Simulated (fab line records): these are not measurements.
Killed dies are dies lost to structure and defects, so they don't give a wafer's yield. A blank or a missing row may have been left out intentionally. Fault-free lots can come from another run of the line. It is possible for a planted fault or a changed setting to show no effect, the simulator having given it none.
fab line records | flow nandHarc
record: lots: 6 wafers: 18 lastDay: 24
route steps=1159 shown P_M0@264 END@1159
lots with no fault: from the same line, run without faults
startH: the number of hours between the record's first day and the start of the first shown wafer of the lot | waitH: time in hours since the lot's previous step | " repeats the value in the row above | L1.1+2: one row covering several wafers at once | - no value, or no start given | * or withheld: withheld | < > ~ a bound
route shown NAME@n: a module of which the file shows steps, and the number in the route of the first | usual: average and standard deviation across the fault-free wafers | same: alike in all rows | chamber/n: place in a boat | sites: per-site readings | _std_site: standard deviation across them | _edge_site: the outer-site mean with the inner-site mean subtracted | radiusMm: how far each site lies from the wafer's centre | mask NAME#n: copy n | behind: tool/chamber where the wafer was last shaped | hold: cause of the lot's hold/its duration in hours/its outcome | device: which transistor (n, p or np) failed to switch | end of line: the tests these same wafers got at the end of their route | where a step has no rows: the recipe by itself | killed: count of dies lost to structure and defects at first sort (not the wafer's yield) | map: dies across one wafer; x = killed, . = not, _ = none there
set.NAME: the run value of the setting; set.NAME@STEP: its run value at that earlier step | model.NAME: the simulator's own value behind a step, which no gauge read
lots seen at some steps along the route; tables by step, rows by wafer
services: a tool's chamber out of use, with start hour (startH, from the record's first day; less than 0 if before it), hours out, and reason
== steps ==
step: NHARC_P_M0_OVL_MEAS_10
recipe: pitchNm: 180
usual: overlayXNm: 0.0/0.93 overlayYNm: -0.1/0.93
columns lot.wafer tool chamber startH waitH overlayXNm overlayYNm
L456.3 overlay-01 - 129.91 - 0.5 0.4
L456.4 " - " " 0.9 0.4
L456.5 " - " " 0.8 0.7
L460.1 overlay-02 - 148.15 - -0.7 -2.4
L460.3 " - " " -0.8 -2.9
L460.4 " - " " -0.9 -3.2
L465.1 overlay-01 - 167.19 - -1.5 -0.3
L465.2 " - " " -2.0 -0.6
L465.4 " - " " -1.8 -0.5
L468.1 overlay-02 - 194.66 - -0.2 0.8
L468.3 " - " " -0.4 0.7
L468.6 " - " " -0.4 1.4
L473.3 overlay-02 - 218.50 - 1.2 -0.4
L473.4 " - " " 1.1 -0.1
L473.6 " - " " 1.1 -0.1
L474.2 overlay-01 - 223.10 - 0.0 1.7
L474.5 " - " " 0.8 1.3
L474.6 " - " " 0.8 1.3
step: NHARC_P_M0_INSPECT_11
usual: rawDefectCount: 4.4/2.7
columns lot.wafer tool chamber startH waitH rawDefectCount
L456.3 defectInspect-02 - 129.95 0.0 2
L456.4 " - " " 1
L456.5 " - " " 4
L460.1 defectInspect-02 - 148.18 0.0 10
L460.3 " - " " 8
L460.4 " - " " 7
L465.1 defectInspect-01 - 167.22 0.0 3
L465.2 " - " " 3
L465.4 " - " " 6
L468.1 defectInspect-02 - 194.69 0.0 3
L468.3 " - " " 1
L468.6 " - " " 4
L473.3 defectInspect-02 - 218.54 0.0 1
L473.4 " - " " 4
L473.6 " - " " 6
L474.2 defectInspect-01 - 223.14 0.0 1
L474.5 " - " " 5
L474.6 " - " " 5
step: NHARC_P_M0_DESCUM_14
recipe: timeS: 3 o2FlowSccm: 200 arFlowSccm: 0 biasPowerW: 0 chemistry: O2
usual: drypumpMotorCurrentA: 5.7/0.33 mfcArSccm: 0.006/0.0079 oesProductAu: 0.997/0.009 rfVppV: 58.1/0.9 showerheadPlenumPTorr: 1.97/0.083 throttleValvePct: 11.310/0.0086
columns lot.wafer tool chamber startH waitH drypumpMotorCurrentA mfcArSccm oesProductAu rfHoursCounterH rfVppV showerheadPlenumPTorr throttleValvePct
L456.4 rieDiel-07 2 130.01 0.1 5.4 0 1.002 3.8 57.5 2.07 11.312
L456.3 " 0 " " 5.8 0 0.984 3.6 58.4 1.94 11.306
L456.5 " 1 " " 5.2 0.015 0.995 - 58.4 2.06 11.313
L460.3 rieDiel-10 1 148.24 0.1 5.9 0.001 0.992 9.3 60.1 2.04 11.296
L460.4 " 2 " " 6.3 0.007 0.986 7.9 58.4 2.05 11.338
L460.1 " 3 " " 5.2 0 1.007 8.6 58.2 2.00 11.302
L465.2 rieDiel-02 1 167.29 0.1 5.6 0.021 1.000 0.8 58.4 1.95 11.299
L465.1 " 3 " " 5.7 0.020 1.011 0.8 58.2 1.91 11.311
L465.4 " 3 " " 5.7 0.020 0.999 - 58.4 1.91 11.301
L468.3 rieDiel-07 2 194.76 0.1 5.4 0 0.999 9.2 57.8 2.07 11.328
L468.1 " 3 " " 5.4 0 1.008 8.4 57.6 1.82 11.312
L468.6 " 2 " " 5.4 0 1.005 - 57.1 2.07 11.285
L473.4 rieDiel-07 1 218.60 0.1 5.3 0.015 0.985 8.6 60.0 2.06 11.311
L473.3 " 0 " " 5.8 0 1.012 8.3 58.8 1.94 11.308
L473.6 " 2 " " 5.4 0 0.994 - 59.5 2.07 11.303
L474.2 rieDiel-02 3 223.23 0.1 5.7 0.020 1.002 4.2 57.1 1.91 11.312
L474.5 " 0 " " 6.2 0 0.999 - 58.1 2.00 11.309
L474.6 " 1 " " 5.6 0.021 0.984 - 57.6 1.95 11.298
step: NHARC_P_M0_ETCH_34
recipe: targetDepthA: 400 overetchA: 120 timeS: 43.94 ionEnergyEv: 200 n2FlowSccm: 150 h2FlowSccm: 150 arFlowSccm: 0 rfW: 400 biasW: 150 chemistry: N2/H2
step: NHARC_P_M0_ETCH_15
recipe: targetDepthA: 1500 overetchA: 150 timeS: 82.5 c4f8FlowSccm: withheld arFlowSccm: 400 rfW: 600 biasW: 300 chemistry: C4F8/Ar
step: NHARC_P_M0_CD_MEAS_16
usual: cdNm: 90.0/0.93
columns lot.wafer tool chamber startH waitH cdNm
L456.3 cdSem-02 - 130.31 - 90.0
L456.4 " - " " 91.2
L456.5 " - " " 89.8
L460.1 cdSem-02 - 148.55 - 88.6
L460.3 " - " " 89.8
L460.4 " - " " 89.4
L465.1 cdSem-03 - 167.64 - 88.4
L465.2 " - " " 88.9
L465.4 " - " " 88.5
L468.1 cdSem-02 - 195.05 - 89.5
L468.3 " - " " 90.4
L468.6 " - " " 91.2
L473.3 cdSem-03 - 218.90 - 91.5
L473.4 " - " " 90.9
L473.6 " - " " 90.8
L474.2 cdSem-01 - 223.50 - 88.1
L474.5 " - " " 89.5
L474.6 " - " " 89.8
step: NHARC_P_M0_STRIP_18
recipe: powerW: 1000 n2FlowSccm: 150 h2FlowSccm: 150 arFlowSccm: 0 biasW: 0 chemistry: N2/H2
usual: drypumpMotorCurrentA: 5.7/0.33 h2FlowSccm: 149.9/0.41 mfcArSccm: 0.006/0.0081 oesProductAu: 0.997/0.008 rfFwdPowerW: 997/3.2 rfVppV: 91.0/0.98 showerheadPlenumPTorr: 2.10/0.087 throttleValvePct: 14.172/0.0094
columns lot.wafer tool chamber startH waitH drypumpMotorCurrentA h2FlowSccm mfcArSccm oesProductAu rfFwdPowerW rfHoursCounterH rfVppV showerheadPlenumPTorr throttleValvePct
L456.4 rieDiel-10 1 130.38 0.1 5.9 149.3 0.001 0.999 996 7 89.4 2.18 14.177
L456.3 " 3 " " 5.2 149.5 0 0.996 1000 7 91.1 2.13 14.168
L456.5 " 1 " " 5.9 149.7 0.001 0.994 999 - 92.0 2.18 14.181
L460.3 rieDiel-07 1 148.62 0.1 5.3 149.4 0.015 0.998 1000 5 91.0 2.20 14.162
L460.4 " 2 " " 5.4 150.3 0 1.005 993 6 91.3 2.21 14.180
L460.1 " 0 " " 5.8 149.4 0 0.999 997 5 89.9 2.07 14.169
L465.4 rieDiel-07 1 167.71 0.1 5.3 150.3 0.015 0.983 996 6 91.4 2.20 14.158
L465.2 " 2 " " 5.4 150.7 0 1.009 1001 8 92.3 2.21 14.167
L465.1 " 0 " " 5.8 150.7 0 1.004 998 6 91.6 2.07 14.163
L468.1 rieDiel-10 3 195.13 0.1 5.2 149.6 0 1.009 999 1 91.5 2.13 14.159
L468.3 " 0 " " 5.7 149.5 0.009 1.015 998 1 89.8 1.95 14.175
L468.6 " 0 " " 5.7 149.7 0.009 1.014 996 - 91.8 1.95 14.168
L473.4 rieDiel-02 2 218.97 0.1 5.9 150.0 0 0.991 997 3 90.5 2.12 14.172
L473.3 " 3 " " 5.7 149.5 0.020 1.001 997 4 89.6 2.03 14.174
L473.6 " 2 " " 5.9 150.5 0 1.004 995 - 90.9 2.12 14.168
L474.2 rieDiel-02 3 223.65 0.1 5.7 149.8 0.020 0.994 997 4 90.8 2.03 14.153
L474.5 " 0 " " 6.2 149.3 0 1.001 999 - 90.4 2.13 14.167
L474.6 " 1 " " 5.6 150.1 0.021 0.982 997 - 91.3 2.07 14.180
step: NHARC_P_M0_STRIP_19
recipe: timeS: 600 tempC: 30 chemistry: postEtchResidueRemover
step: NHARC_P_M0_DEGAS_28
recipe: tempC: 250 timeS: 60
usual: heaterPowerW: 331/26
columns lot.wafer tool chamber startH waitH heaterPowerW
L456.3 pvdSputter-01 - 130.92 - 338
L456.4 " - " " 327
L456.5 " - " " 402
L460.3 pvdSputter-02 - 149.17 - 318
L460.1 " - " " 305
L460.4 " - " " 310
L465.2 pvdSputter-01 - 168.25 - 327
L465.1 " - " " 382
L465.4 " - " " 319
L468.1 pvdSputter-02 - 195.74 - 302
L468.3 " - " " 321
L468.6 " - " " 304
L473.3 pvdSputter-03 - 219.52 - 331
L473.4 " - " " 362
L473.6 " - " " 365
L474.2 pvdSputter-03 - 224.14 - 363
L474.5 " - " " 305
L474.6 " - " " 339
step: NHARC_P_M0_PRE_CLEAN_29
recipe: timeS: 30 tempC: 280 gas: H2/He
usual: heaterPowerW: 403/32
columns lot.wafer tool chamber startH waitH heaterPowerW
L456.4 pvdSputter-01 - - - 379
L456.3 " - " " 487
L456.5 " - " " 409
L460.3 pvdSputter-02 - - - 379
L460.4 " - " " 369
L460.1 " - " " 369
L465.2 pvdSputter-01 - - - 476
L465.4 " - " " 406
L465.1 " - " " 407
L468.1 pvdSputter-02 - - - 379
L468.3 " - " " 394
L468.6 " - " " 388
L473.4 pvdSputter-03 - - - 372
L473.3 " - " " 423
L473.6 " - " " 415
L474.2 pvdSputter-03 - - - 434
L474.6 " - " " 363
L474.5 " - " " 411
step: NHARC_P_M0_PVD_20
recipe: targetThkA: 50 biasV: 168.6 powerW: 15000 chamberPressurePa: 0.12 timeS: 8.06 substrateTempC: 50 material: TaN
usual: cathodeDcPowerW: 15000/2.9 throttleValvePct: 30.2/1.6
columns lot.wafer tool chamber startH waitH cathodeDcPowerW throttleValvePct
L456.3 pvdSputter-01 - - - 14997 32.1
L456.4 " - " " 14998 31.8
L456.5 " - " " 14998 28.9
L460.4 pvdSputter-02 - - - 15001 31.0
L460.1 " - " " 14995 28.9
L460.3 " - " " 15001 26.3
L465.4 pvdSputter-01 - - - 14997 31.0
L465.1 " - " " 14999 32.6
L465.2 " - " " 15004 31.9
L468.3 pvdSputter-02 - - - 15003 29.5
L468.1 " - " " 14998 28.7
L468.6 " - " " 14999 31.5
L473.3 pvdSputter-03 - - - 15007 30.0
L473.4 " - " " 14997 31.7
L473.6 " - " " 14999 31.6
L474.2 pvdSputter-03 - - - 15004 31.8
L474.6 " - " " 15002 29.6
L474.5 " - " " 15002 31.8
step: NHARC_P_M0_PVD_21
recipe: targetThkA: 300 chamberPressurePa: 5 powerW: 5000 substrateTempC: 30 timeS: 20.49 material: Cu
step: NHARC_P_M0_ECD_22
recipe: targetThkA: 4000 bathTempC: 25 material: Cu
columns lot.wafer tool chamber startH waitH
L456.3+4+5 ecdCu-01 0,1,1 131.38 -
L460.1+3+4 ecdCu-02 0,0,1 149.55 -
L465.1+2+4 ecdCu-02 0,1,1 168.70 -
L468.1+3+6 ecdCu-02 1,0,1 196.14 -
L473.4+3+6 ecdCu-01 1,0,0 219.99 -
L474.2+5+6 ecdCu-01 0,0,1 224.48 -
step: NHARC_P_M0_ANNEAL_30
recipe: tempC: 225 timeS: 90
step: NHARC_P_M0_CMP_23
recipe: tOverpolishS: 20 targetThkNm: 117.53
usual: motorCurrentA: 12.2/1.2 timeToEndpointS: 26.7/2.3
columns lot.wafer tool chamber startH waitH motorCurrentA timeToEndpointS
L456.4 cmp-01 1 132.07 - 14.8 24.7
L456.3 " 2 " " 9.9 24.8
L456.5 " 1 " " 14.5 31.1
L460.1 cmp-04 2 150.30 - 10.8 24.5
L460.3 " 3 " " 12.6 22.9
L460.4 " 0 " " 13.2 23.3
L465.4 cmp-02 0 169.49 - 12.1 28.2
L465.1 " 1 " " 12.6 17.9
L465.2 " 3 " " 12.7 23.0
L468.1 cmp-04 3 196.81 - 12.5 26.3
L468.3 " 1 " " 12.5 16.1
L468.6 " 0 " " 12.4 30.0
L473.3 cmp-02 3 220.72 - 11.9 25.4
L473.4 " 0 " " 11.9 30.4
L473.6 " 3 " " 12.3 25.5
L474.2 cmp-04 0 225.21 - 12.8 22.9
L474.6 " 0 " " 13.1 27.0
L474.5 " 1 " " 12.4 27.9
step: NHARC_P_M0_THK_MEAS_24
recipe: thkMeasGauge: xrf
usual: thkNm: 116.7/1.5
columns lot.wafer tool chamber startH waitH thkNm
L456.3 filmMetro-01 - 132.40 - 114.9
L456.4 " - " " 117.0
L456.5 " - " " 118.2
L460.1 filmMetro-02 - 150.59 - 116.7
L460.3 " - " " 117.8
L460.4 " - " " 117.0
L465.1 filmMetro-01 - 169.81 - 119.8
L465.2 " - " " 113.7
L465.4 " - " " 117.4
L468.1 filmMetro-02 - 197.12 - 115.9
L468.3 " - " " 117.3
L468.6 " - " " 115.2
L473.3 filmMetro-01 - 221.01 - 114.9
L473.4 " - " " 117.0
L473.6 " - " " 117.3
L474.2 filmMetro-01 - 225.52 - 115.6
L474.5 " - " " 115.1
L474.6 " - " " 114.9
step: NHARC_END_SORT_01
recipe: tempC: 25
usual: defectLimitedYield: 95.8/1.4 killedAtArray: 24/8.8 killedAtOther: 0.7/0.99 killedAtPeriphery: 3.5/2.6 killedDies: 28/9.3 killedOpen: 3.2/1.7 killedShort: 1.7/1.4 sort_bin_2_pct: 1.3/0.6 sort_bin_3_pct: 0.24/0.2 sort_bin_4_pct: 2.6/0.88 sortNPass: 649/9.3 sortRimYieldPct: 94/3.2 sortYieldPct: 95.8/1.4
same: grossDies: 677 sort_bin_5_pct[%]: 0 sort_bin_6_pct[%]: 0 sort_bin_7_pct[%]: 0 sort_bin_8_pct[%]: 0 sortRimNGross: 106.00
columns lot.wafer tool chamber startH waitH defectLimitedYield[%] killedAtArray killedAtOther killedAtPeriphery killedDies killedOpen killedShort sort_bin_2_pct[%] sort_bin_3_pct[%] sort_bin_4_pct[%] sortNPass sortRimYieldPct[%] sortYieldPct[%]
L456.3 prober-02 0 449.62 3.1 97.3 16 1 1 18 1 0 0.6 0.15 1.9 659 95 97.3
L456.4 prober-02 0 450.42 3.4 96.3 24 1 0 25 3 3 1.2 0.15 2.4 652 92 96.3
L456.5 prober-02 0 451.23 3.7 96.0 21 2 4 27 7 1 0.9 0.44 2.7 650 96 96.0
L460.1 prober-02 0 464.83 2.5 95.6 24 0 6 30 4 0 1.3 0.44 2.7 647 91 95.6
L460.3 prober-02 0 466.42 3.1 94.8 27 0 8 35 6 2 1.3 0.44 3.4 642 97 94.8
L460.4 prober-02 0 467.21 3.4 96.6 16 0 7 23 2 1 1.2 0.15 2.1 654 94 96.6
L468.1 prober-01 0 521.85 2.5 96.5 20 1 3 24 7 2 0.9 0 2.7 653 96 96.5
L468.3 prober-01 0 523.43 3.1 96.9 20 0 1 21 2 2 0.4 0.30 2.4 656 99 96.9
L468.6 prober-01 0 525.78 3.9 96.6 20 0 3 23 2 1 1.2 0 2.2 654 99 96.6
L474.2 prober-01 0 555.20 2.8 92.9 40 6 2 48 2 1 2.1 0.30 4.7 629 92 92.9
L474.5 prober-01 0 557.62 3.7 94.8 33 0 2 35 4 0 1.8 0.15 3.2 642 92 94.8
L474.6 prober-01 0 558.42 4.0 94.2 36 0 3 39 6 1 2.1 0.30 3.4 638 92 94.2
L473.3 prober-02 0 563.85 3.1 92.8 44 4 1 49 5 1 2.2 0.30 4.7 628 84 92.8
L473.4 prober-02 0 564.64 3.4 93.5 35 3 6 44 2 5 2.7 0.89 3.0 633 91 93.5
L473.6 prober-02 0 566.23 4.0 94.2 35 1 3 39 3 3 1.8 0.44 3.5 638 90 94.2
killed by level:class
L456.3 A_CHANNEL_HOLE_D1:chamberFilmFlake=11 A_WL_FILL:geometricParticle:open=1 P_BONDPAD:chamberFilmFlake=1 A_STAIRCASE:chamberFilmFlake=1 A_SLIT:chamberFilmFlake=1 A_WL_FILL:chamberFilmFlake=1 A_CONTACT:chamberFilmFlake=1 THIN_TSV:chamberFilmFlake=1
L456.4 A_CHANNEL_HOLE_D1:chamberFilmFlake=10 A_WL_FILL:chamberFilmFlake=5 A_WL_FILL:geometricParticle:short=2 A_CONTACT:geometricParticle:open=2 A_SLIT:chamberFilmFlake=2 A_SGD_CUT:geometricParticle:short=1 A_BLC:geometricParticle:open=1 A_STAIRCASE:chamberFilmFlake=1
L456.5 A_CHANNEL_HOLE_D1:chamberFilmFlake=11 A_CONTACT:geometricParticle:open=3 A_WL_FILL:chamberFilmFlake=3 THIN_TSV:chamberFilmFlake=2 P_M0:geometricParticle:open=1 P_M1:geometricParticle:open=1 P_M2:geometricParticle:open=1 A_CONTACT:geometricParticle:short=1
L460.1 A_CHANNEL_HOLE_D1:chamberFilmFlake=18 P_CONTACT:chamberFilmFlake=4 A_CHANNEL_FILL_D1:geometricParticle:open=2 P_GATE:geometricParticle:open=1 A_BLC:geometricParticle:open=1 P_GATE:chamberFilmFlake=1 A_SLIT:chamberFilmFlake=1 A_WL_FILL:chamberFilmFlake=1
L460.3 A_CHANNEL_HOLE_D1:chamberFilmFlake=9 A_STAIRCASE:chamberFilmFlake=6 P_CONTACT:chamberFilmFlake=5 A_ZERO_WELL:chamberFilmFlake=4 P_M1:geometricParticle:open=2 A_CHANNEL_FILL_D1:geometricParticle:open=2 A_SOURCE_PLATE:geometricParticle:short=1 A_ONON_D1:geometricParticle:open=1
L460.4 A_CHANNEL_HOLE_D1:chamberFilmFlake=12 P_CONTACT:chamberFilmFlake=4 A_CONTACT:chamberFilmFlake=2 P_CONTACT:geometricParticle:open=1 P_M0:geometricParticle:open=1 A_CHANNEL_FILL_D1:geometricParticle:short=1 P_GATE:chamberFilmFlake=1 A_STAIRCASE:chamberFilmFlake=1
L468.1 A_CHANNEL_FILL_D1:chamberFilmFlake=5 A_WL_FILL:chamberFilmFlake=5 A_CHANNEL_HOLE_D1:chamberFilmFlake=3 P_GATE:geometricParticle:open=2 A_CONTACT:chamberFilmFlake=2 P_CONTACT:geometricParticle:open=1 A_ONON_D1:geometricParticle:short=1 A_WL_FILL:geometricParticle:short=1
L468.3 A_WL_FILL:chamberFilmFlake=6 A_CHANNEL_FILL_D1:chamberFilmFlake=4 A_CHANNEL_HOLE_D1:chamberFilmFlake=3 A_STAIRCASE:chamberFilmFlake=3 P_CONTACT:geometricParticle:open=1 A_ONON_D1:geometricParticle:short=1 A_CHANNEL_HOLE_D1:geometricParticle:short=1 A_CONTACT:geometricParticle:open=1
L468.6 A_CHANNEL_HOLE_D1:chamberFilmFlake=11 A_CHANNEL_FILL_D1:chamberFilmFlake=2 A_STAIRCASE:chamberFilmFlake=2 A_WL_FILL:chamberFilmFlake=2 P_CONTACT:geometricParticle:open=1 P_M1:geometricParticle:open=1 A_M0:geometricParticle:short=1 P_ZERO_WELL:chamberFilmFlake=1
L474.2 A_CHANNEL_HOLE_D1:chamberFilmFlake=18 A_BONDPAD:chamberFilmFlake=7 A_CONTACT:chamberFilmFlake=6 THIN_TSV:chamberFilmFlake=6 A_ZERO_WELL:chamberFilmFlake=4 A_STAIRCASE:chamberFilmFlake=4 P_M0:geometricParticle:short=1 P_M0:geometricParticle:open=1
L474.5 A_CHANNEL_HOLE_D1:chamberFilmFlake=17 A_BONDPAD:chamberFilmFlake=6 A_CONTACT:chamberFilmFlake=5 A_ZERO_WELL:chamberFilmFlake=2 P_GATE:geometricParticle:open=1 P_M0:geometricParticle:open=1 A_WL_FILL:geometricParticle:open=1 A_CONTACT:geometricParticle:open=1
L474.6 A_CHANNEL_HOLE_D1:chamberFilmFlake=15 A_CONTACT:chamberFilmFlake=5 A_BONDPAD:chamberFilmFlake=5 A_M0:geometricParticle:open=2 A_SLIT:chamberFilmFlake=2 A_WL_FILL:chamberFilmFlake=2 P_M0:geometricParticle:open=1 A_ONON_D1:geometricParticle:short=1
L473.3 A_CHANNEL_HOLE_D1:chamberFilmFlake=22 A_SLIT:chamberFilmFlake=10 THIN_TSV:chamberFilmFlake=4 A_STAIRCASE:chamberFilmFlake=3 A_CHANNEL_FILL_D1:geometricParticle:open=2 A_CONTACT:geometricParticle:open=2 A_M0:chamberFilmFlake=2 P_M2:geometricParticle:open=1
L473.4 A_CHANNEL_HOLE_D1:chamberFilmFlake=15 A_SLIT:chamberFilmFlake=13 THIN_TSV:chamberFilmFlake=3 A_M0:geometricParticle:short=2 P_GATE:chamberFilmFlake=2 A_STAIRCASE:chamberFilmFlake=2 P_CONTACT:geometricParticle:short=1 P_CONTACT:geometricParticle:open=1
L473.6 A_CHANNEL_HOLE_D1:chamberFilmFlake=12 A_SLIT:chamberFilmFlake=12 A_CHANNEL_FILL_D1:chamberFilmFlake=2 A_M0:chamberFilmFlake=2 P_M0:geometricParticle:short=1 A_CHANNEL_FILL_D1:geometricParticle:short=1 A_WL_FILL:geometricParticle:short=1 A_WL_FILL:geometricParticle:open=1
== services ==
columns tool chamber startH hours kind
rieDiel-07 0 109.20 - clean
rieDiel-10 2 112.53 4.0 repair
pvdSputter-01 - 114.58 3.1 repair
cmp-02 - 116.21 0.7 repair
pvdSputter-03 - 121.23 1.4 repair
rieDiel-02 2 125.84 5.7 repair
cmp-02 - 128.50 4.0 pm
cmp-04 - 130.34 2.7 repair
rieDiel-10 2 134.76 5.2 repair
pvdSputter-01 - 140.29 1.6 repair
cmp-02 - 146.88 1.4 repair
rieDiel-02 - 150.70 9.0 pm
pvdSputter-01 - 158.02 10.0 pm
cmp-01 - 168.65 2.2 repair
rieDiel-07 3 176.04 5.4 repair
rieDiel-10 - 176.50 9.0 pm
cmp-01 - 179.50 4.0 pm
ecdCu-02 - 180.28 8.0 pm
cmp-02 - 189.09 1.9 repair
rieDiel-10 2 191.69 14.2 repair
cmp-01 - 192.90 1.7 repair
cmp-04 - 203.06 4.0 pm
pvdSputter-02 - 214.00 10.0 pm
cmp-04 - 218.40 6.5 repair
== key ==
firstSign: step: NHARC_P_M0_CMP_23 reading: timeToEndpointS direction: down sigmas: 4.2 usual: * struck: *
effect none on later readings
metAt NHARC_P_M0_ECD_22
struckWafers L465.1,L468.3
onsetBetween 149.55 168.70
fault: kind: processParameterDrift tool: ecdCu-02 chamber: 0 onsetH: 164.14 steps: NHARC_P_M0_ECD_22 channel: targetThkA offset: * shape: step endH: 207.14 actsIn: * stated: *
